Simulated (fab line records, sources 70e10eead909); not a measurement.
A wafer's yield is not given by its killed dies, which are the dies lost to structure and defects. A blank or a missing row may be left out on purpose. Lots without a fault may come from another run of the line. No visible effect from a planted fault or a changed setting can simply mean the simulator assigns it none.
Chamber matching    flow nandHarc    NHARC_A_STAIRCASE_DESCUM_252 on rieDiel-08 has 4 sister chambers
The step chemistry O2, time 3 s. 4 wafers are shown with their chamber, then 10 later ones without.

== WAFERS WITH THEIR CHAMBER ==
wafer   chamber  drypumpMotorCurrentA (A)
L085.5  3        6.4
L088.4  1        6.5
L090.1  2        6.3
L090.2  0        5.6

== WAFERS WITHOUT THEIR CHAMBER ==
wafer   drypumpMotorCurrentA (A)
L090.3  6.3
L094.1  6.3
L094.2  6.3
L094.5  5.7
L096.1  6.3
L096.3  5.6
L096.5  5.6
L095.2  6.3
L095.4  5.6
L095.6  5.7

== THE CHAMBER EACH PASSED THROUGH ==
wafer    from the rows above   in truth
L090.3   2                     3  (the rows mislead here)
L094.1   2                     2
L094.2   2                     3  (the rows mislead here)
L094.5   0                     0
L096.1   2                     2
L096.3   0                     0
L096.5   0                     0
L095.2   2                     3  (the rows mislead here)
L095.4   0                     0
L095.6   0                     0
Correct placement for 7 of the 10. From these rows, 0 cannot be placed. Wrongly placed: 3.
How it was worked out, from the rows above alone: a wafer's distance from a chamber is the root of the sum, over the readings, of the square of ((its reading less the chamber's mean) divided by the reading's scatter). If the next closest chamber is less than 2 further off than the closest, the wafer can't be placed; otherwise it belongs to the closest. For every chamber, the mean is computed from those of its wafers that are shown. The scatter (one wafer shown for each chamber): square how far every hidden wafer sits from the nearest shown wafer, average those squares and take the square root.
